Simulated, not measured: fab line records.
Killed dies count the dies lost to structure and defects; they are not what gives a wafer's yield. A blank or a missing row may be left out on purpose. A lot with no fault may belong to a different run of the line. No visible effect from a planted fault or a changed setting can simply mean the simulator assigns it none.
Matching of chambers    flow n5Finfet    rieDiel-03 running N5_BEOL_M4_ETCHBACK_99: 4 sister chambers
The step etches SiO2 in CHF3, target depth 5 nm, time 10.4 s. 24 wafers are shown with their chamber, then 12 later ones without.

## EACH WAFER AND ITS CHAMBER
wafer   chamber  drypumpMotorCurrentA (A)  showerheadPlenumPTorr (Torr)  rfVppV (V)
L077.2  3        5.5                       2.18                          244
L077.4  1        5.9                       2.09                          240
L077.6  1        5.9                       2.09                          240
L074.1  2        5.8                       2.19                          246
L074.3  1        5.8                       2.09                          241
L074.5  3        5.5                       2.18                          246
L078.4  3        5.5                       2.18                          245
L078.5  3        5.5                       2.18                          246
L078.6  0        6.3                       2.14                          245
L080.2  1        5.9                       2.09                          240
L080.3  3        5.5                       2.18                          245
L080.6  2        5.8                       2.19                          245
L081.1  2        5.8                       2.19                          246
L081.4  3        5.5                       2.18                          246
L081.5  1        5.9                       2.09                          240
L085.2  3        5.5                       2.17                          246
L085.3  0        6.3                       2.13                          245
L085.6  0        6.3                       2.13                          245
L086.2  0        6.3                       2.13                          246
L086.4  3        5.5                       2.17                          245
L086.5  3        5.5                       2.17                          245
L087.1  0        6.3                       2.13                          246
L087.5  1        5.9                       2.08                          240
L087.6  2        5.8                       2.18                          247

SIGNATURES (means of the wafers above)
reading                chamber 0  chamber 1  chamber 2  chamber 3  scatter within a chamber
drypumpMotorCurrentA   6.300      5.883      5.800      5.500      0.0204
showerheadPlenumPTorr  2.1320     2.0883     2.1875     2.1767     0.00468
rfVppV                 245.40     240.17     246.00     245.33     0.634
Rule: a wafer lies at a distance from a chamber equal to the root of the sum of squares, over the readings, of (its reading less the chamber's mean, divided by the reading's scatter). If the next closest chamber is less than 2 further off than the closest, the wafer can't be placed; otherwise it belongs to the closest. The scatter: take each reading less its chamber's mean, square it, sum over the shown wafers, divide by the number of wafers less the number of chambers, and take the root.

## WAFERS WITHOUT THEIR CHAMBER
wafer   drypumpMotorCurrentA (A)  showerheadPlenumPTorr (Torr)  rfVppV (V)
L091.2  6.2                       2.13                          245
L091.5  5.5                       2.17                          246
L091.6  6.2                       2.13                          245
L090.2  6.3                       2.13                          246
L090.3  5.5                       2.17                          246
L090.5  6.3                       2.13                          248
L094.2  5.8                       2.18                          247
L094.3  6.3                       2.13                          248
L094.5  5.5                       2.17                          245
L096.1  5.8                       2.18                          246
L096.4  5.9                       2.08                          241
L096.6  5.5                       2.17                          246

## WHICH CHAMBER EACH WENT THROUGH
wafer   from the rows above  in truth
L091.2  0                    0
L091.5  3                    3
L091.6  0                    0
L090.2  0                    0
L090.3  3                    3
L090.5  0                    0
L094.2  2                    2
L094.3  0                    0
L094.5  3                    3
L096.1  2                    2
L096.4  1                    1
L096.6  3                    3
Placed correctly: 12 of 12. From these rows, 0 cannot be placed. Placed wrongly: 0.
